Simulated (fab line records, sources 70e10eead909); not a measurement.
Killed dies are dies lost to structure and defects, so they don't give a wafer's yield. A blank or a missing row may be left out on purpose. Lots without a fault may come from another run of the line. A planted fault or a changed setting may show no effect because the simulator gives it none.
Problem report in the 8D (eight disciplines) form, filled by code | flow nand_harc | the parts of the form that need people (team, actions taken, sign-off) are left out

1. THE PROBLEM
rf_fwd_power_W at NHARC_A_STAIRCASE_DEP_301 reads a mean of 488.0 W on 6 wafers of 2 lots; wafers without a fault read 348.3 W with a standard deviation of 1.1. That is +99 or more standard deviations from the usual mean.
The step: deposits SiON, target thk 30 nm.
First seen on wafer L376.3, day 15 09:25, on pecvd-01. The record holds 36 wafers of 12 lots with a number at this step. Rule for "out", or "out of limits": more than 4 standard deviations from the usual mean. The other wafers with a number count as sound.

2. WHAT IT IS AND WHAT IT IS NOT
question                    | is                     | is not
which readings at this step | rf_fwd_power_W         | heater_power_w
which lots                  | L376, L378             | L364, L365, L366, L367, L368, L379, L380, L381, L383, L387
which wafers of those lots  | all that have a number | -
read on which tools         | pecvd-01               | pecvd-03, pecvd-04
when                        | from day 15 09:25      | up to then (18 sound wafers); but 12 sound wafers of L380, L381, L383, L387 came after

3. SUSPECTS, AND WHAT RULES EACH OUT
Counting: a tool at a process step up to the reading stays a suspect if it ran every lot that is out and no sound lot after the first of them.
- rie_diel-01 at NHARC_A_STAIRCASE_ETCH_452 (etches the open film in CF4/O2, target depth 30 nm, overetch 3 nm, time 16.5 s): ruled out as a lasting fault. Sound lots L381, L383 ran on it after its first lot that is out, L376 (day 15 09:25). NHARC_A_STAIRCASE_ETCH_452 gives no start for some lots, so the hours and the order of its lots are those of NHARC_A_STAIRCASE_DEP_301.
- pecvd-01 at NHARC_A_STAIRCASE_DEP_301 (deposits SiON, target thk 30 nm): kept. It ran every lot that is out, first L376 (day 15 09:25), and no sound lot after that. Its own readings are out on those wafers: rf_fwd_power_W.
Left after counting: pecvd-01 at NHARC_A_STAIRCASE_DEP_301.

4. THE CAUSE (what the simulator had put in)
Process parameter drift: pecvd-01, from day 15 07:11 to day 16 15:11, at NHARC_A_STAIRCASE_DEP_301. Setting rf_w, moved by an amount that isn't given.
Counting left only this tool.

5. THE CHAIN OF EFFECTS, in route order
Each row: a reading whose mean over the struck wafers that have a number lies more than 3 standard deviations from the usual. Only readings for which the record gives a usual standard deviation are gone through. hours: the time from each lot's start at the first step in this table that gives one to its start at this step, as a median over the lots. sigmas: the change in usual standard deviations.
hours | step                      | reading          | usual   | on struck wafers | change | sigmas
0     | NHARC_A_STAIRCASE_DEP_301 | rf_fwd_power_W   | 348.3 W | 488.0            | +139.7 | +99 or more
0     | NHARC_A_STAIRCASE_DEP_301 | showerhead_vpp_V | 1144 V  | 1357             | +213   | +4.7
The process steps in it:
- NHARC_A_STAIRCASE_DEP_301: deposits SiON, target thk 30 nm.

6. WHAT WOULD HAVE CAUGHT IT SOONER
In this record the first reading out of limits was taken at day 15 09:25, 2 hours after the fault began at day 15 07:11.
